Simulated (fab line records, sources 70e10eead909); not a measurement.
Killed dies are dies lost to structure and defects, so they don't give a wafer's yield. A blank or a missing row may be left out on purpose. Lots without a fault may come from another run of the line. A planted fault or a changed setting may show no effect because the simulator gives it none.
fab line records | flow nand_harc
record lots=14 wafers=42 last_day=23
route steps=1159 shown THIN_TSV@1120
lots that met no fault: from a run of the same line without faults
start_h: hours from the record's first day to the start of the lot's first wafer shown | wait_h: hours since the lot's step before | " the same as in the row above | L1.1+2: a row that stands for several wafers | - no value, or no start given | * or withheld: withheld | < > ~ a bound
route shown NAME@n: a module of which the file shows steps, and the number in the route of the first | usual: mean/standard deviation of fault-free wafers | same: alike in all rows | chamber/n: place in a boat | sites: the reading at each site | _std_site: their standard deviation | _edge_site: outer sites' mean less inner sites' | radius_mm: how far each site lies from the wafer's centre | mask NAME#n: copy n | behind: the tool/chamber that last shaped the wafer | hold: why the lot was held/for how many hours/how that ended | device: the transistor (n, p or np) that didn't switch | end of line: the same wafers' tests at the end of the route | a step without rows: its recipe alone | killed: dies lost to structure and defects at the first sort, not the wafer's yield | map: a wafer's dies, x killed, . not, _ none there
set.NAME: the setting as run; set.NAME@STEP: as run at that earlier step | model.NAME: the simulator's own value behind a step, which no gauge read
steps of the route over a sample of lots; a table a step, a row a wafer
services: from which hour (start_h, from the record's first day; less than 0 if before it) a tool's chamber was out of use, for how many hours, and why
## steps
# step NHARC_THIN_TSV_ETCH_15
# recipe target_depth_a=30000 bosch_target_overetch_cycles=2 bosch_etch_step_s=2.8 bosch_dep_step_s=1.2 bosch_cycles=14
# usual drypump_motor_current_A=5.7/0.47 he_backside_leak_sccm=2.64/0.28
# columns lot.wafer tool chamber start_h wait_h drypump_motor_current_A he_backside_leak_sccm rf_hours_counter_h
L901.1 rie_si-02 2 434.87 - 5.3 2.34 0.4
L901.3 " 3 " " 6.6 2.74 0.3
L901.5 " 1 " " 5.3 2.84 -
L902.4 rie_si-06 2 442.22 - 5.5 2.39 0.8
L902.2 " 3 " " 6.1 2.31 0.8
L902.6 " 3 " " 6.1 2.29 -
L904.4 rie_si-05 0 449.76 - 6.1 2.44 0.2
L904.2 " 1 " " 6.4 2.78 0.3
L904.5 " 3 " " 4.9 2.50 -
L907.1 rie_si-02 2 467.41 - 5.3 2.46 0.6
L907.3 " 3 " " 6.6 2.97 0.6
L907.5 " 1 " " 5.2 2.97 -
L908.2 rie_si-06 0 476.74 - 6.2 2.65 0.9
L908.4 " 1 " " 5.9 2.46 1.0
L908.5 " 3 " " 6.1 4.15 -
L910.1 rie_si-06 2 485.06 - 5.5 2.32 1.1
L910.2 " 3 " " 6.1 2.42 1.1
L910.5 " 3 " " 6.1 2.45 -
L905.2 rie_si-05 0 486.18 - 6.1 2.57 0.5
L905.1 " 1 " " 6.3 2.68 0.5
L905.6 " 3 " " 4.9 2.29 -
L912.1 rie_si-02 0 487.44 - 5.6 2.81 0.8
L912.2 " 1 " " 5.3 2.84 0.9
L912.4 " 3 " " 6.6 2.72 0.8
L914.4 rie_si-02 3 488.50 - 6.6 2.78 0.8
L914.1 " 0 " " 5.6 2.61 0.8
L914.3 " 2 " " 5.3 2.50 0.8
L916.4 rie_si-05 2 526.15 - 5.8 2.99 0.9
L916.2 " 1 " " 6.3 2.71 0.9
L916.5 " 3 " " 4.9 2.38 -
L917.1 rie_si-06 0 527.40 - 6.2 2.84 1.3
L917.4 " 1 " " 5.9 2.48 1.3
L917.5 " 2 " " 5.5 2.40 -
L919.4 rie_si-02 3 528.70 - 6.6 2.64 1.1
L919.3 " 1 " " 5.3 3.11 1.3
L919.1 " 2 " " 5.3 2.55 1.2
L918.1 rie_si-06 2 529.76 - 5.4 2.47 1.4
L918.3 " 0 " " 6.2 2.86 1.3
L918.5 " 2 " " 5.4 2.43 -
L920.2 rie_si-05 3 532.46 - 4.9 2.43 0.9
L920.1 " 0 " " 6.1 2.69 0.9
L920.5 " 2 " " 5.8 2.93 -
# step NHARC_THIN_TSV_CD_MEAS_16
# usual cd_nm=999.6/1.7
# columns lot.wafer tool chamber start_h wait_h cd_nm
L901.1 cd_sem-02 - 435.00 0.1 1000.7
L901.3 " - " " 997.1
L901.5 " - " " 1001.5
L902.2 cd_sem-01 - 442.36 0.1 1003.2
L902.4 " - " " 999.0
L902.6 " - " " 1000.7
L904.2 cd_sem-01 - 449.88 0.1 997.8
L904.4 " - " " 1000.3
L904.5 " - " " 1000.4
L907.1 cd_sem-02 - 467.53 0.1 1001.1
L907.3 " - " " 1000.2
L907.5 " - " " 1002.4
L908.2 cd_sem-03 - 476.88 0.1 1000.3
L908.4 " - " " 1000.6
L908.5 " - " " 1001.4
L910.1 cd_sem-01 - 485.20 0.1 996.0
L910.2 " - " " 997.0
L910.5 " - " " 1000.7
L905.1 cd_sem-03 - 486.30 0.1 999.5
L905.2 " - " " 999.4
L905.6 " - " " 1000.9
L912.1 cd_sem-03 - 487.59 0.1 1001.8
L912.2 " - " " 1001.1
L912.4 " - " " 998.0
L914.1 cd_sem-03 - 488.65 0.1 1000.7
L914.3 " - " " 1002.0
L914.4 " - " " 1000.8
L916.2 cd_sem-03 - 526.30 0.1 999.6
L916.4 " - " " 999.1
L916.5 " - " " 998.0
L917.1 cd_sem-02 - 527.52 0.1 999.9
L917.4 " - " " 1001.3
L917.5 " - " " 999.6
L919.1 cd_sem-01 - 528.84 0.1 999.8
L919.3 " - " " 998.6
L919.4 " - " " 997.6
L918.1 cd_sem-01 - 529.91 0.1 999.8
L918.3 " - " " 1000.4
L918.5 " - " " 1000.3
L920.1 cd_sem-01 - 532.58 0.1 997.4
L920.2 " - " " 998.8
L920.5 " - " " 1000.3
# step NHARC_THIN_TSV_PRE_CLEAN_54
# recipe time_s=30 temp_c=280 gas=H2/He
# usual heater_power_w=425/43
# columns lot.wafer tool chamber start_h wait_h heater_power_w
L901.3 pvd_sputter-01 - 439.06 0.1 402
L901.1 " - " " 437
L901.5 " - " " 383
L902.2 pvd_sputter-03 - 446.26 0.0 402
L902.4 " - " " 382
L902.6 " - " " 369
L904.4 pvd_sputter-01 - 454.13 0.0 464
L904.2 " - " " 408
L904.5 " - " " 460
L907.1 pvd_sputter-02 - 471.60 0.1 388
L907.3 " - " " 411
L907.5 " - " " 390
L908.2 pvd_sputter-01 - 481.20 0.1 401
L908.4 " - " " 461
L908.5 " - " " 439
L910.1 pvd_sputter-02 - 489.13 0.1 528
L910.2 " - " " 418
L910.5 " - " " 425
L905.2 pvd_sputter-01 - 490.19 0.1 437
L905.1 " - " " 400
L905.6 " - " " 462
L912.2 pvd_sputter-01 - 491.48 0.0 410
L912.1 " - " " 411
L912.4 " - " " 463
L914.4 pvd_sputter-03 - 492.55 0.0 418
L914.1 " - " " 375
L914.3 " - " " 387
L916.2 pvd_sputter-01 - 530.60 0.1 410
L916.4 " - " " 405
L916.5 " - " " 412
L917.4 pvd_sputter-02 - 531.42 0.1 381
L917.1 " - " " 406
L917.5 " - " " 517
L919.1 pvd_sputter-02 - 532.98 0.1 394
L919.3 " - " " 422
L919.4 " - " " 533
L918.3 pvd_sputter-02 - 534.47 0.0 433
L918.1 " - " " 518
L918.5 " - " " 428
L920.2 pvd_sputter-01 - 536.79 0.1 458
L920.1 " - " " 416
L920.5 " - " " 459
# step NHARC_THIN_TSV_PEB_31
# recipe peb_temp_c=118 peb_time_s=85
# usual chill_plate_temp_C=22.99/0.1 exhaust_pa=45.1/1
# columns lot.wafer tool chamber start_h wait_h chill_plate_temp_C exhaust_pa
L901.1 litho_track-02 0 440.07 0.1 22.98 46.2
L901.3 " 0 " " 22.90 46.5
L901.5 " 0 " " 23.02 46.0
L902.2 litho_track-03 0 447.26 0.1 22.91 42.9
L902.4 " 0 " " 23.05 45.1
L902.6 " 0 " " 22.97 45.8
L904.2 litho_track-02 0 455.10 0.1 22.81 45.4
L904.4 " 0 " " 23.09 45.4
L904.5 " 0 " " 22.86 43.9
L907.1 litho_track-03 0 472.57 0.1 22.86 45.0
L907.3 " 0 " " 22.80 45.0
L907.5 " 0 " " 23.13 44.0
L908.2 litho_track-02 0 482.16 0.1 22.97 45.0
L908.4 " 0 " " 23.15 45.1
L908.5 " 0 " " 23.30 45.5
L910.1 litho_track-03 0 489.95 0.1 23.02 44.9
L910.2 " 0 " " 23.04 44.3
L910.5 " 0 " " 23.04 44.0
L905.1 litho_track-03 - 491.14 0.1 - -
L905.2 " - " " - -
L905.6 " - " " - -
L912.1 litho_track-02 - 492.46 0.1 - -
L912.2 " - " " - -
L912.4 " - " " - -
L914.1 litho_track-02 0 493.53 0.1 22.98 46.3
L914.3 " 0 " " 23.04 44.3
L914.4 " 0 " " 23.01 44.7
L916.2 litho_track-02 0 531.44 0.1 22.94 45.6
L916.4 " 0 " " 23.10 46.5
L916.5 " 0 " " 23.17 45.4
L917.1 litho_track-02 0 532.36 0.1 23.19 45.1
L917.4 " 0 " " 23.13 45.1
L917.5 " 0 " " 23.08 46.2
L919.1 litho_track-02 0 533.95 0.1 22.87 45.6
L919.3 " 0 " " 22.96 45.4
L919.4 " 0 " " 22.86 44.6
L918.1 litho_track-02 0 535.32 0.1 23.04 44.6
L918.3 " 0 " " 22.98 45.0
L918.5 " 0 " " 22.95 43.5
L920.1 litho_track-02 0 537.66 0.1 23.05 46.1
L920.2 " 0 " " 22.92 44.1
L920.5 " 0 " " 23.10 45.2
## services
# columns tool chamber start_h hours kind
rie_si-02 0 411.21 6.0 repair
rie_si-05 - 416.00 9.0 pm
rie_si-05 0 416.00 9.0 vent_cycle
rie_si-05 1 416.00 9.0 vent_cycle
rie_si-05 2 416.00 9.0 vent_cycle
rie_si-05 3 416.00 9.0 vent_cycle
pvd_sputter-03 - 424.48 15.2 repair
rie_si-05 0 425.00 - clean
rie_si-05 1 425.00 - clean
rie_si-05 2 425.00 - clean
pvd_sputter-03 - 458.09 10.0 pm
rie_si-06 2 471.92 2.1 repair
pvd_sputter-03 - 480.42 8.7 repair
rie_si-05 - 484.13 1.2 repair
rie_si-06 0 507.96 13.2 repair
rie_si-02 3 510.66 14.3 repair
pvd_sputter-01 - 514.00 10.0 pm
litho_track-02 - 515.00 7.0 pm
pvd_sputter-02 - 521.76 2.1 repair
rie_si-06 - 537.00 9.0 pm
rie_si-06 0 537.00 9.0 vent_cycle
rie_si-06 1 537.00 9.0 vent_cycle
rie_si-06 2 537.00 9.0 vent_cycle
rie_si-06 3 537.00 9.0 vent_cycle
## key
first_sign step=NHARC_THIN_TSV_PEB_31 reading=tool_record direction=missing
effect none on later readings
met_at NHARC_THIN_TSV_PEB_31
struck_lots L905,L912
later_rows_left_out L905.1,L905.2,L905.6,L912.1,L912.2,L912.4
sort_left_out L905.1,L905.2,L905.6,L912.1,L912.2,L912.4
not_acting_at NHARC_THIN_TSV_ETCH_15,NHARC_THIN_TSV_CD_MEAS_16,NHARC_THIN_TSV_PRE_CLEAN_54
onset_between 489.95 491.14
fault kind=skipped_step_whole tool=litho_track-02,litho_track-03 chamber=- onset_h=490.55 steps=NHARC_THIN_TSV_PEB_31 scope=struck_lots_only
# sort_left_out: the simulated sort isn't trusted on such a fault, so these wafers' sort isn't shown, and their yield isn't known
# later_rows_left_out: the simulator's readings of these wafers behind a module that went badly wrong aren't trusted and aren't shown, but for the sort
